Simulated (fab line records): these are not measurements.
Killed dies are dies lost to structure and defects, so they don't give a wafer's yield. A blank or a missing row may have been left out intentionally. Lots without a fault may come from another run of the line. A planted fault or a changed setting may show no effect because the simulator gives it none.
fab line records ; flow nand-harc
record lots=6; wafers=18; last-day=34
route steps=1302 shown A_CHANNEL_HOLE_D1@483 A_CHANNEL_FILL_D1@490
lots untouched by any fault: they come from a run of this same line in which no faults occurred
start-h: hours from the record's opening day to when the first of the lot's shown wafers began ; wait-h: time in hours since the lot's previous step ; " repeats the value in the row above ; L1.1+2: several wafers, shown together as one row ; - no value present, or no start provided ; * or withheld: withheld ; < > ~ a bound
route shown NAME@n: names a module that has steps shown in the file, with the first one's number in the route ; usual: the fault-free wafers' mean and standard deviation ; same: alike in all rows ; chamber/n: place in a boat ; sites: the reading at each site ; _std_site: the values' standard deviation ; _edge_site: outer sites' mean less inner sites' ; radius-mm: how far each site lies from the wafer's centre ; mask NAME#n: copy n ; behind: tool/chamber where the wafer was last shaped ; hold: why the lot went on hold/how many hours it stayed there/how the hold came to an end ; device: the transistor (n, p or np) that didn't switch ; end of line: at the end of the route, the tests of the same wafers ; where a step has no rows: the recipe by itself ; killed: not the wafer's yield, but the dies lost to structure and defects at the first sort ; map: shows each die of a wafer: x if killed, . if not, _ if none is there
set.NAME: setting as actually run; set.NAME@STEP: the setting as run at that earlier step ; model.NAME: the simulator's own value behind a step, which no gauge read
a table for each step, a row for each wafer; lots at some steps of the route
services: the hour from which a tool's chamber was out of use, counted from the record's first day as start-h (under 0 if before that day), plus the number of hours and why
## steps
# step NHARC_A_CHANNEL_HOLE_D1_ETCH_44
# recipe target-depth-a=1400; overetch-a=140; time-s=77; ion-energy-ev=100; cf4-flow-sccm=80; o2-flow-sccm=20; ar-flow-sccm=0; rf-w=300; bias-w=100; chemistry=CF4/O2
# usual cf4-flow-sccm=79.98/0.25; drypump-motor-current-A=5.9/0.33; oes-product-au=1.006/0.011; rf-vpp-V=197.4/1.3; showerhead-plenum-p-Torr=1.32/0.046; throttle-valve-pct=13.399/0.0095
# same time-s=77
lot.wafer;tool;chamber;start-h;wait-h;cf4-flow-sccm;drypump-motor-current-A;oes-product-au;rf-hours-counter-h;rf-vpp-V;showerhead-plenum-p-Torr;throttle-valve-pct
L639.4;rie-diel-01;1;248.97;0.1;80.25;5.2;1.004;10;198.3;1.38;13.406
L639.6;rie-diel-01;2;248.97;0.1;79.79;6.6;1.012;-;199.0;1.38;13.403
L639.5;rie-diel-01;3;248.97;0.1;79.68;5.9;1.020;-;198.1;1.28;13.378
L645.2;rie-diel-11;1;295.73;0.1;79.90;5.9;0.992;3;198.3;1.31;13.404
L645.6;rie-diel-11;1;295.73;0.1;79.83;5.9;0.987;-;196.2;1.31;13.402
L645.5;rie-diel-11;2;295.73;0.1;79.79;5.7;1.015;-;197.6;1.31;13.414
L646.2;rie-diel-11;1;322.31;0.1;80.02;5.9;0.982;5;197.9;1.31;13.394
L646.4;rie-diel-11;2;322.31;0.1;80.37;5.6;1.002;6;197.9;1.31;13.392
L646.6;rie-diel-11;0;322.31;0.1;79.87;6.0;1.013;-;197.2;1.28;13.397
L649.3;rie-diel-11;3;351.41;0.0;79.86;5.8;1.001;8;197.8;1.31;13.404
L649.1;rie-diel-11;0;351.41;0.0;79.88;6.0;1.012;8;195.5;1.27;13.396
L649.6;rie-diel-11;0;351.41;0.0;80.11;6.0;1.009;-;197.6;1.27;13.405
L654.3;rie-diel-11;0;406.28;0.1;80.26;6.0;1.016;12;197.0;1.27;13.405
L654.4;rie-diel-11;1;406.28;0.1;79.60;6.0;0.996;12;196.7;1.31;13.394
L654.6;rie-diel-11;3;406.28;0.1;79.97;5.7;1.018;-;195.8;1.31;13.406
L656.2;rie-diel-11;3;430.58;0.1;79.66;5.7;1.002;15;197.3;1.31;13.415
L656.4;rie-diel-11;0;430.58;0.1;79.99;6.0;1.014;14;196.0;1.27;13.401
L656.1;rie-diel-11;2;430.58;0.1;79.96;5.6;1.014;14;197.4;1.31;13.421
# step NHARC_A_CHANNEL_HOLE_D1_STRIP_27
# recipe o2-flow-sccm=500; ar-flow-sccm=0; bias-w=0; chemistry=O2
# usual drypump-motor-current-A=5.9/0.35; oes-product-au=1.006/0.011; rf-vpp-V=57.7/0.85; showerhead-plenum-p-Torr=3.50/0.12; throttle-valve-pct=17.036/0.01
lot.wafer;tool;chamber;start-h;wait-h;drypump-motor-current-A;oes-product-au;rf-hours-counter-h;rf-vpp-V;showerhead-plenum-p-Torr;throttle-valve-pct
L639.4;rie-diel-01;0;-;-;5.3;1.009;8;58.5;3.80;17.030
L639.5;rie-diel-01;1;-;-;5.2;1.014;-;58.3;3.64;17.037
L639.6;rie-diel-01;2;-;-;6.6;1.014;-;56.6;3.65;17.028
L645.2;rie-diel-11;2;-;-;5.7;1.005;3;56.7;3.47;17.058
L645.6;rie-diel-11;0;-;-;6.1;1.016;-;57.3;3.38;17.038
L645.5;rie-diel-11;1;-;-;5.9;0.999;-;57.6;3.46;17.043
L646.4;rie-diel-11;1;-;-;6.0;0.989;5;56.2;3.46;17.032
L646.2;rie-diel-11;2;-;-;5.6;1.011;6;58.2;3.46;17.028
L646.6;rie-diel-11;1;-;-;6.0;0.989;-;57.9;3.46;17.042
L649.3;rie-diel-11;0;-;-;6.1;1.007;8;57.1;3.37;17.026
L649.1;rie-diel-11;1;-;-;6.0;0.996;8;57.0;3.46;17.051
L649.6;rie-diel-11;0;-;-;6.1;1.008;-;57.3;3.37;17.039
L654.3;rie-diel-11;3;-;-;5.8;1.013;13;57.7;3.47;17.032
L654.4;rie-diel-11;2;-;-;5.7;1.016;13;57.8;3.46;17.042
L654.6;rie-diel-11;0;-;-;6.1;1.006;-;56.1;3.37;17.039
L656.1;rie-diel-11;1;-;-;6.0;0.987;13;58.9;3.46;17.045
L656.4;rie-diel-11;3;-;-;5.8;1.005;15;58.5;3.47;17.023
L656.2;rie-diel-11;0;-;-;6.1;1.013;14;55.8;3.37;17.025
# step NHARC_A_CHANNEL_HOLE_D1_PRECLEAN_28
# recipe time-s=*; temp-c=50; bath-age-min=0; chemistry=SC1
# step NHARC_A_CHANNEL_HOLE_D1_SRD_29
# step NHARC_A_CHANNEL_HOLE_D1_CD_MEAS_30
# usual cd-nm=90.3/1.3
lot.wafer;tool;chamber;start-h;wait-h;cd-nm
L639.4;cd-sem-01;-;249.76;-;92.5
L639.5;cd-sem-01;-;249.76;-;90.8
L639.6;cd-sem-01;-;249.76;-;89.1
L645.2;cd-sem-01;-;296.53;-;93.2
L645.5;cd-sem-01;-;296.53;-;89.4
L645.6;cd-sem-01;-;296.53;-;92.4
L646.2;cd-sem-01;-;323.09;-;90.9
L646.4;cd-sem-01;-;323.09;-;87.9
L646.6;cd-sem-01;-;323.09;-;88.7
L649.1;cd-sem-03;-;352.22;-;89.6
L649.3;cd-sem-03;-;352.22;-;92.3
L649.6;cd-sem-03;-;352.22;-;90.0
L654.3;cd-sem-03;-;407.06;-;88.9
L654.4;cd-sem-03;-;407.06;-;90.8
L654.6;cd-sem-03;-;407.06;-;91.3
L656.1;cd-sem-02;-;431.37;-;90.2
L656.2;cd-sem-02;-;431.37;-;92.5
L656.4;cd-sem-02;-;431.37;-;89.8
# step NHARC_A_CHANNEL_HOLE_D1_XSEM_31
# recipe landing-energy-ev=35000
# step NHARC_A_CHANNEL_HOLE_D1_INSPECT_40
# usual raw-defect-count=70/25
lot.wafer;tool;chamber;start-h;wait-h;raw-defect-count
L639.4;defect-inspect-02;-;249.94;-;115
L639.5;defect-inspect-02;-;249.94;-;98
L639.6;defect-inspect-02;-;249.94;-;91
L645.2;defect-inspect-01;-;296.71;-;38
L645.5;defect-inspect-01;-;296.71;-;57
L645.6;defect-inspect-01;-;296.71;-;70
L646.2;defect-inspect-01;-;323.27;-;110
L646.4;defect-inspect-01;-;323.27;-;96
L646.6;defect-inspect-01;-;323.27;-;88
L649.1;defect-inspect-02;-;352.40;-;90
L649.3;defect-inspect-02;-;352.40;-;92
L649.6;defect-inspect-02;-;352.40;-;107
L654.3;defect-inspect-01;-;407.25;-;87
L654.4;defect-inspect-01;-;407.25;-;75
L654.6;defect-inspect-01;-;407.25;-;70
L656.1;defect-inspect-02;-;431.56;-;40
L656.2;defect-inspect-02;-;431.56;-;33
L656.4;defect-inspect-02;-;431.56;-;38
# step NHARC_A_CHANNEL_FILL_D1_PRECLEAN_00
# recipe time-s=*; temp-c=50; bath-age-min=0; chemistry=SC1
# step NHARC_A_CHANNEL_FILL_D1_SRD_01
# step NHARC_A_CHANNEL_FILL_D1_ALD_02
# recipe target-thk-a=60; pulse-time-s=10; ald-cycles=60; temp-c=300; material=SiO2
# usual ald-cycles=60/0; heater-power-outer-w=271/25; heater-power-w=483/44; precursor-pulse-height-rel=0.998/0.022
lot.wafer;tool;chamber;start-h;wait-h;ald-cycles;heater-power-outer-w;heater-power-w;precursor-pulse-height-rel
L639.4;ald-hk-02;1;250.22;-;60;259;448;0.994
L639.5;ald-hk-02;0;250.22;-;60;264;529;0.991
L639.6;ald-hk-02;1;250.22;-;60;253;457;1.000
L645.2;ald-hk-04;2;296.94;0.1;60;254;427;0.988
L645.6;ald-hk-04;2;296.94;0.1;60;247;424;0.994
L645.5;ald-hk-04;3;296.94;0.1;60;286;473;0.961
L646.2;ald-hk-02;1;323.47;-;60;248;454;0.972
L646.4;ald-hk-02;3;323.47;-;60;299;509;1.017
L646.6;ald-hk-02;2;323.47;-;60;330;560;0.984
L649.3;ald-hk-01;1;352.78;0.3;60;245;432;1.001
L649.1;ald-hk-01;3;352.78;0.3;60;229;402;0.973
L649.6;ald-hk-01;0;352.78;0.3;60;296;531;1.037
L654.3;ald-hk-02;2;407.59;-;60;304;522;1.057
L654.4;ald-hk-02;3;407.59;-;60;320;534;1.016
L654.6;ald-hk-02;0;407.59;-;60;270;509;0.999
L656.4;ald-hk-04;1;431.76;-;60;296;507;0.994
L656.1;ald-hk-04;3;431.76;-;60;280;509;0.998
L656.2;ald-hk-04;0;431.76;-;60;277;464;1.009
# step NHARC_A_CHANNEL_FILL_D1_ALD_03
# recipe target-thk-a=60; pulse-time-s=60; ald-cycles=58; temp-c=630; pressure-torr=2; material=SiNx
# usual ald-cycles=58/0; precursor-pulse-height-rel=1.003/0.021
lot.wafer;tool;chamber;start-h;wait-h;ald-cycles;precursor-pulse-height-rel
L639.4;ald-sin-batch-01;0;-;-;58;0.989
L639.5;ald-sin-batch-01;0;-;-;58;1.022
L639.6;ald-sin-batch-01;0;-;-;58;1.002
L645.2;ald-sin-batch-02;0;-;-;58;0.991
L645.5;ald-sin-batch-02;0;-;-;58;1.016
L645.6;ald-sin-batch-02;0;-;-;58;1.035
L646.2;ald-sin-batch-01;0;-;-;58;0.999
L646.4;ald-sin-batch-01;0;-;-;58;0.976
L646.6;ald-sin-batch-01;0;-;-;58;1.002
L649.1;ald-sin-batch-03;0;-;-;58;0.971
L649.3;ald-sin-batch-03;0;-;-;58;1.016
L649.6;ald-sin-batch-03;0;-;-;58;1.024
L654.3;ald-sin-batch-01;0;-;-;58;0.955
L654.4;ald-sin-batch-01;0;-;-;58;1.051
L654.6;ald-sin-batch-01;0;-;-;58;0.993
L656.1;ald-sin-batch-02;0;-;-;58;1.000
L656.2;ald-sin-batch-02;0;-;-;58;0.995
L656.4;ald-sin-batch-02;0;-;-;58;0.966
# step NHARC_A_CHANNEL_FILL_D1_ALD_14
# recipe target-thk-a=25; pulse-time-s=10; ald-cycles=25; temp-c=300; material=SiO2
# usual ald-cycles=25/0; heater-power-outer-w=272/26; heater-power-w=485/45; precursor-pulse-height-rel=0.997/0.019
lot.wafer;tool;chamber;start-h;wait-h;ald-cycles;heater-power-outer-w;heater-power-w;precursor-pulse-height-rel
L639.4;ald-hk-02;3;257.24;0.1;25;301;503;1.012
L639.6;ald-hk-02;3;257.24;0.1;25;298;509;0.979
L639.5;ald-hk-02;0;257.24;0.1;25;269;518;0.991
L645.2;ald-hk-04;1;306.41;2.5;25;283;513;0.996
L645.5;ald-hk-04;0;306.41;2.5;25;274;470;0.993
L645.6;ald-hk-04;1;306.41;2.5;25;286;505;1.010
L646.2;ald-hk-04;2;330.58;0.1;25;248;426;1.003
L646.4;ald-hk-04;0;330.58;0.1;25;269;459;1.017
L646.6;ald-hk-04;2;330.58;0.1;25;246;420;0.991
L649.3;ald-hk-01;0;358.17;0.1;25;284;554;0.971
L649.1;ald-hk-01;2;358.17;0.1;25;280;510;1.016
L649.6;ald-hk-01;1;358.17;0.1;25;241;430;0.993
L654.3;ald-hk-01;2;414.50;0.1;25;284;498;0.969
L654.4;ald-hk-01;3;414.50;0.1;25;223;409;0.992
L654.6;ald-hk-01;2;414.50;0.1;25;283;507;1.011
L656.4;ald-hk-01;0;438.84;0.0;25;286;541;0.992
L656.1;ald-hk-01;1;438.84;0.0;25;246;431;0.993
L656.2;ald-hk-01;2;438.84;0.0;25;282;507;0.991
# step NHARC_A_CHANNEL_FILL_D1_ALD_15
# recipe target-thk-a=20; pulse-time-s=60; ald-cycles=19; temp-c=630; pressure-torr=2; material=SiNx
# usual ald-cycles=19/0; precursor-pulse-height-rel=1.000/0.022
lot.wafer;tool;chamber;start-h;wait-h;ald-cycles;precursor-pulse-height-rel
L639.4;ald-sin-batch-03;0;260.36;-;19;1.012
L639.5;ald-sin-batch-03;0;260.36;-;19;0.994
L639.6;ald-sin-batch-03;0;260.36;-;19;0.997
L645.2;ald-sin-batch-03;0;309.50;-;22;0.978
L645.5;ald-sin-batch-03;0;309.50;-;22;1.021
L645.6;ald-sin-batch-03;0;309.50;-;22;1.006
L646.2;ald-sin-batch-03;0;333.67;-;22;1.007
L646.4;ald-sin-batch-03;0;333.67;-;22;1.039
L646.6;ald-sin-batch-03;0;333.67;-;22;1.010
L649.1;ald-sin-batch-02;0;361.27;-;19;0.964
L649.3;ald-sin-batch-02;0;361.27;-;19;1.024
L649.6;ald-sin-batch-02;0;361.27;-;19;0.952
L654.3;ald-sin-batch-03;0;417.58;-;19;0.983
L654.4;ald-sin-batch-03;0;417.58;-;19;0.992
L654.6;ald-sin-batch-03;0;417.58;-;19;1.000
L656.1;ald-sin-batch-01;0;441.96;-;19;1.007
L656.2;ald-sin-batch-01;0;441.96;-;19;1.012
L656.4;ald-sin-batch-01;0;441.96;-;19;1.004
# step NHARC_A_CHANNEL_FILL_D1_ALD_16
# recipe target-thk-a=15; pulse-time-s=10; ald-cycles=15; temp-c=300; material=SiO2
## services
tool;chamber;start-h;hours;kind
rie-diel-11;-;229.24;2.5;repair
rie-diel-11;0;234.53;-;clean
rie-diel-11;1;234.53;-;clean
rie-diel-11;2;234.53;-;clean
rie-diel-11;3;234.53;-;clean
rie-diel-11;-;255.50;9.0;pm
rie-diel-11;0;255.50;9.0;vent-cycle
rie-diel-11;1;255.50;9.0;vent-cycle
ald-hk-04;-;256.80;10.0;pm
ald-sin-batch-02;-;266.00;26.0;pm
rie-diel-01;0;294.04;5.4;repair
rie-diel-01;1;295.77;7.2;repair
ald-hk-01;-;297.42;10.0;pm
rie-diel-01;2;312.86;10.5;repair
ald-hk-02;-;348.00;10.0;pm
rie-diel-11;1;358.73;6.7;repair
rie-diel-01;2;361.11;8.2;repair
rie-diel-01;-;380.98;9.0;pm
rie-diel-11;-;407.45;0.3;repair
rie-diel-01;3;409.01;15.4;repair
rie-diel-01;2;411.48;2.7;repair
rie-diel-11;2;419.31;3.0;repair
rie-diel-11;-;432.50;9.0;pm
ald-hk-04;-;437.48;10.0;pm
## key
first-sign step=NHARC_A_CHANNEL_FILL_D1_ALD_15; reading=ald-cycles; direction=up; sigmas=99+; usual=19; struck=22
effect none on later readings
met-at NHARC_A_CHANNEL_FILL_D1_ALD_15
struck-wafers L645.2,L645.5,L645.6,L646.2,L646.4,L646.6
tester-left-out L645,L646
onset-between 260.36 309.50
fault kind=process-parameter-drift; tool=ald-sin-batch-03; chamber=-; onset-h=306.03; steps=NHARC_A_CHANNEL_FILL_D1_ALD_15; channel=ald-cycles; offset=3; shape=step; end-h=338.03; acts-in=these-recipes-only; stated=19
# tester-left-out: of these lots the tester's yield and bins aren't shown, on N5 and GAA mostly nor the transistor test; their killed dies are dies lost to structure and defects alone, not to doping, threshold or leakage, so they don't give the yield
